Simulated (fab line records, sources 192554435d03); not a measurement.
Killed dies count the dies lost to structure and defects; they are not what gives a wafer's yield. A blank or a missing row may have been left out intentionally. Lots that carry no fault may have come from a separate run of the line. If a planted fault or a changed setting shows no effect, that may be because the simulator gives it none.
fab line records	flow n5-finfet
record lots=7	wafers=21
route steps=1938 shown BEOL_M15@1801 MIM_TOP@1838 PASSIVATION@1929
start-h: hours from the record's first day to the start of the lot's first wafer shown	wait-h: hours elapsed since this lot's preceding step	" identical to the entry in the row above	L1.1+2: a row that stands for several wafers	- value missing, or start not given	* or withheld: withheld	< > ~ a bound
route shown NAME@n: a module of which the file shows steps, and the number in the route of the first	usual: mean and standard deviation over wafers with no fault	same: alike in all rows	chamber/n: place in a boat	sites: per-site readings	_std_site: how widely they spread, as a standard deviation	_edge_site: the outer-site mean with the inner-site mean subtracted	radius-mm: for every site, how far away it sits from the centre of the wafer	mask NAME#n: copy n	behind: the most recent tool/chamber to have shaped the wafer	hold: what put the lot on hold/how long, in hours/how the hold closed	device: the transistor (n, p or np) that didn't switch	end of line: at the end of the route, the tests of the same wafers	a step given without rows: its recipe and nothing more	killed: not the wafer's yield, but the dies lost to structure and defects at the first sort	map: a wafer's dies, marking killed ones x, the rest . and places with no die _
set.NAME: the setting that was run; set.NAME@STEP: the one run at that earlier step	model.NAME: the simulator's own value behind a step, which no gauge read
lots whose settings were changed on purpose; a table a step, a row a wafer
## steps
# step N5_BEOL_M15_PEB_26
# recipe peb-temp-c=130	peb-time-s=90
lot.wafer	tool	chamber	start-h	wait-h	set.peb-time-s
L077.1+3+5	litho-track-03	0	291.01	0.1	90
L075.3+4+5	litho-track-02	0	296.29	0.0	90
L080.1	litho-track-04	0	315.70	0.1	90
L080.3+4	"	0	"	"	77.53
L082.3+4	litho-track-04	0	330.56	0.0	107.1
L082.5	"	0	"	"	90
L087.4	litho-track-03	0	361.74	0.0	105.6
L087.5+6	"	0	"	"	90
L091.2+3+4	litho-track-03	0	388.44	0.0	90
L090.3+4	litho-track-03	0	398.56	0.0	90
L090.6	"	0	"	"	108.2
# step N5_BEOL_M15_DEVELOP_27
# recipe develop-time-s=45	rinse-liquid=diw	dry=air-spin	dev-temp-c=21
# step N5_BEOL_M15_HARDBAKE_32
# recipe temp-c=130	time-s=120
# step N5_BEOL_M15_CD_MEAS_28
# recipe target-cd-nm=407.6	landing-energy-ev=500	detector=se-inlens
# usual cd-nm=407.6/2.5
lot.wafer	tool	chamber	start-h	wait-h	set.peb-time-s@BEOL_M15_PEB_26	cd-nm
L077.1	cd-sem-02	0	291.13	-	90	404.0
L077.3	"	0	"	"	90	404.1
L077.5	"	0	"	"	90	406.9
L075.3	cd-sem-02	0	296.41	-	90	408.2
L075.4	"	0	"	"	90	409.5
L075.5	"	0	"	"	90	408.9
L080.1	cd-sem-01	0	315.82	-	90	409.4
L080.3	"	0	"	"	77.53	403.6
L080.4	"	0	"	"	77.53	403.1
L082.3	cd-sem-03	0	330.68	-	107.1	411.6
L082.4	"	0	"	"	107.1	410.7
L082.5	"	0	"	"	90	406.7
L087.4	cd-sem-02	0	361.85	-	105.6	411.2
L087.5	"	0	"	"	90	400.4
L087.6	"	0	"	"	90	402.2
L091.2	cd-sem-01	0	388.56	-	90	402.7
L091.3	"	0	"	"	90	403.7
L091.4	"	0	"	"	90	404.7
L090.3	cd-sem-01	0	398.67	-	90	405.1
L090.4	"	0	"	"	90	407.9
L090.6	"	0	"	"	108.2	412.4
# step N5_BEOL_M15_DESCUM_33
# recipe chemistry=O2	time-s=7.9	source-power-w=50	bias-power-w=20	pressure-mtorr=20	rf-frequency-hz=2.712e+07	temp-c=40	o2-flow-sccm=225
lot.wafer	tool	chamber	start-h	wait-h	set.peb-time-s@BEOL_M15_PEB_26	model.BEOL_M15.cd-nm
L077.1	rie-diel-01	0	291.22	0.0	90	403.6
L077.3	"	2	"	"	90	404
L077.5	"	3	"	"	90	407
L075.3	rie-diel-05	3	296.49	0.0	90	408
L075.4	"	0	"	"	90	409.4
L075.5	"	0	"	"	90	408.8
L080.1	rie-diel-05	3	315.91	0.0	90	409.6
L080.3	"	1	"	"	77.53	404
L080.4	"	1	"	"	77.53	403.4
L082.3	rie-diel-01	0	330.76	0.0	107.1	411.6
L082.4	"	2	"	"	107.1	410.6
L082.5	"	3	"	"	90	407.2
L087.4	rie-diel-01	3	361.96	0.1	105.6	411.6
L087.5	"	2	"	"	90	400.6
L087.6	"	1	"	"	90	402.8
L091.2	rie-diel-05	1	388.75	0.1	90	403.2
L091.3	"	2	"	"	90	403.8
L091.4	"	0	"	"	90	404.8
L090.3	rie-diel-01	0	398.76	0.0	90	404.8
L090.4	"	3	"	"	90	407.6
L090.6	"	2	"	"	108.2	412.6
# step N5_BEOL_M15_ETCH_61
# recipe chemistry=N2/H2	target=BARC	target-depth-a=890	overetch-a=267	time-s=67.9	ion-energy-ev=200	pressure-mtorr=30	source-w=840	bias-w=150	n2-flow-sccm=200	h2-flow-sccm=200
lot.wafer	tool	chamber	start-h	wait-h	set.time-s	model.coat_of_BEOL_M15_COAT_22.thk-nm
L077.1	rie-diel-01	0	291.25	0.0	67.9	715.6
L077.3	"	2	"	"	67.9	716
L077.5	"	3	"	"	67.9	718
L075.3	rie-diel-05	3	296.53	0.0	76.49	711
L075.4	"	0	"	"	76.49	710.6
L075.5	"	0	"	"	67.9	720.2
L080.1	rie-diel-05	3	315.94	0.0	67.9	718.8
L080.3+4	"	1	"	"	67.9	720.4
L082.3	rie-diel-01	0	330.80	0.0	64.07	725.4
L082.4	"	2	"	"	67.9	720
L082.5	"	3	"	"	67.9	724
L087.4	rie-diel-01	3	362.00	0.0	74.27	715.4
L087.5	"	2	"	"	67.9	717.2
L087.6	"	1	"	"	74.27	713.2
L091.2	rie-diel-05	1	388.78	0.0	54.03	738.6
L091.3	"	2	"	"	54.03	735.2
L091.4	"	0	"	"	54.03	738.4
L090.3	rie-diel-01	0	398.79	0.0	67.9	719.6
L090.4	"	3	"	"	57.15	731.4
L090.6	"	2	"	"	57.15	726.8
# step N5_MIM_TOP_SPUTTER_03
# recipe material=TiN	target-thk-a=350	temp-c=200	power-w=3000	chamber-pressure-pa=0.49996	gas=Ar	reactive-partial-pa=0.37997	time-s=89.7
lot.wafer	tool	chamber	start-h	wait-h	set.time-s	model.TiN_of_MIM_TOP_SPUTTER_03.thk-nm
L077.1+3	pvd-sputter-03	-	298.66	0.0	89.7	35.2
L077.5	"	-	"	"	89.7	35.4
L075.3	pvd-sputter-03	-	303.60	0.0	96.17	38.8
L075.4+5	"	-	"	"	89.7	35.4
L080.1	pvd-sputter-01	-	327.00	0.0	89.7	35
L080.3	"	-	"	"	83.03	32.4
L080.4	"	-	"	"	89.7	35.2
L082.3	pvd-sputter-01	-	337.68	0.0	101.9	40
L082.4	"	-	"	"	101.9	39.4
L082.5	"	-	"	"	89.7	34.8
L087.4	pvd-sputter-02	-	371.94	0.0	89.7	35.2
L087.5	"	-	"	"	80.42	31.6
L087.6	"	-	"	"	89.7	35
L091.2	pvd-sputter-03	-	395.28	0.0	99.89	40
L091.3+4	"	-	"	"	89.7	35.6
L090.3	pvd-sputter-03	-	407.10	0.0	102.2	39.2
L090.4	"	-	"	"	89.7	35.2
L090.6	"	-	"	"	102.2	39.8
# step N5_PASSIVATION_PASS_ETCH_47
# recipe chemistry=CF4/O2	target=SiNx	target-depth-a=7700	time-s=385	ion-energy-ev=100	pressure-mtorr=40	source-w=535	bias-w=49	Ar_flow_sccm=100	cf4-flow-sccm=100	O2_flow_sccm=10
# usual rf-vpp-V=241/3.9
lot.wafer	tool	chamber	start-h	wait-h	set.source-w	rf-vpp-V	model.etch.depth-nm
L077.1	rie-diel-04	0	306.02	0.0	535	235	754.6
L077.3	"	3	"	"	535	237	753.5
L077.5	"	3	"	"	535	236	761.5
L075.3	rie-diel-03	1	315.04	0.0	535	245	762.7
L075.4	"	1	"	"	535	245	762.3
L075.5	"	3	"	"	535	238	774.4
L080.1	rie-diel-03	0	335.13	0.0	535	241	770.1
L080.3	"	3	"	"	535	238	764.7
L080.4	"	1	"	"	535	246	762.3
L082.3	rie-diel-03	0	344.13	0.0	535	241	762.9
L082.4	"	2	"	"	619.3	229	844
L082.5	"	0	"	"	619.3	223	865.7
L087.4	rie-diel-06	3	379.24	0.0	608.4	229	888.5
L087.5	"	3	"	"	535	244	800.1
L087.6	"	2	"	"	608.4	226	901.9
L091.2	rie-diel-06	1	404.89	0.0	439	271	653
L091.3	"	2	"	"	535	238	781.4
L091.4	"	2	"	"	535	242	785.9
L090.3	rie-diel-06	2	413.81	0.0	559.4	236	829.3
L090.4	"	1	"	"	559.4	238	822.6
L090.6	"	1	"	"	535	242	788.3
# step N5_PASSIVATION_ETCH_54
# recipe chemistry=CHF3/O2	target=SiO2	target-depth-a=8800	CHF3_flow_sccm=50	O2_flow_sccm=5	Ar_flow_sccm=200	time-s=440	mask-material=PR	pressure-mtorr=30	source-w=650	bias-w=170	ion-energy-ev=200
# usual rf-vpp-V=524/8.1
lot.wafer	tool	chamber	start-h	wait-h	set.bias-w	rf-vpp-V	model.etch.depth-nm	model.PASSIVATION.feature-depth-nm
L077.1	rie-diel-04	0	306.24	0.1	170	511	861.1	861
L077.3	"	3	"	"	170	513	848.2	848.2
L077.5	"	3	"	"	170	514	854.8	854.8
L075.3	rie-diel-03	1	315.26	0.1	170	532	882.4	882.4
L075.4	"	1	"	"	189.5	582	902.9	902.8
L075.5	"	3	"	"	189.5	565	908.5	908.6
L080.1	rie-diel-03	0	335.36	0.1	182.1	555	898.6	898.6
L080.3	"	3	"	"	170	517	871.5	871.4
L080.4	"	1	"	"	182.1	564	893.8	893.8
L082.3	rie-diel-03	0	344.36	0.1	186.7	566	902.4	902.4
L082.4	"	2	"	"	170	537	863.2	863.2
L082.5	"	0	"	"	186.7	564	898.2	898.2
L087.4	rie-diel-06	3	379.47	0.1	170	531	899.3	899.4
L087.5	"	3	"	"	170	531	892.7	892.6
L087.6	"	2	"	"	159.3	498	873.3	873.2
L091.2	rie-diel-06	1	405.12	0.1	170	528	886.3	886.4
L091.3	"	2	"	"	153	482	863.7	863.8
L091.4	"	2	"	"	170	524	893.8	893.8
L090.3	rie-diel-06	2	414.04	0.1	170	525	902.4	902.4
L090.4	"	1	"	"	170	529	879.1	879.2
L090.6	"	1	"	"	170	529	888	888
## key
split step=N5_BEOL_M15_PEB_26	setting=peb-time-s	stated=90	by=wafer
response step=N5_BEOL_M15_CD_MEAS_28	reading=cd-nm	change=+0.363	per=1%	r=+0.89
response step=N5_BEOL_M15_DESCUM_33	reading=model.BEOL_M15.cd-nm	change=+0.362	per=1%	r=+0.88
split step=N5_BEOL_M15_ETCH_61	setting=time-s	stated=67.9	by=wafer
response step=N5_BEOL_M15_ETCH_61	reading=model.coat_of_BEOL_M15_COAT_22.thk-nm	change=-0.595	per=1%	r=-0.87
split step=N5_MIM_TOP_SPUTTER_03	setting=time-s	stated=89.7	by=wafer
response step=N5_MIM_TOP_SPUTTER_03	reading=model.TiN_of_MIM_TOP_SPUTTER_03.thk-nm	change=+0.356	per=1%	r=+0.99
split step=N5_PASSIVATION_PASS_ETCH_47	setting=source-w	stated=535	by=wafer
response step=N5_PASSIVATION_PASS_ETCH_47	reading=rf-vpp-V	change=-1.34	per=1%	r=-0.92
response step=N5_PASSIVATION_PASS_ETCH_47	reading=model.etch.depth-nm	change=+6.76	per=1%	r=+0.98
split step=N5_PASSIVATION_ETCH_54	setting=bias-w	stated=170	by=wafer
response step=N5_PASSIVATION_ETCH_54	reading=rf-vpp-V	change=+4.06	per=1%	r=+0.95
response step=N5_PASSIVATION_ETCH_54	reading=model.etch.depth-nm	change=+2.9	per=1%	r=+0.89
response step=N5_PASSIVATION_ETCH_54	reading=model.PASSIVATION.feature-depth-nm	change=+2.9	per=1%	r=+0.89
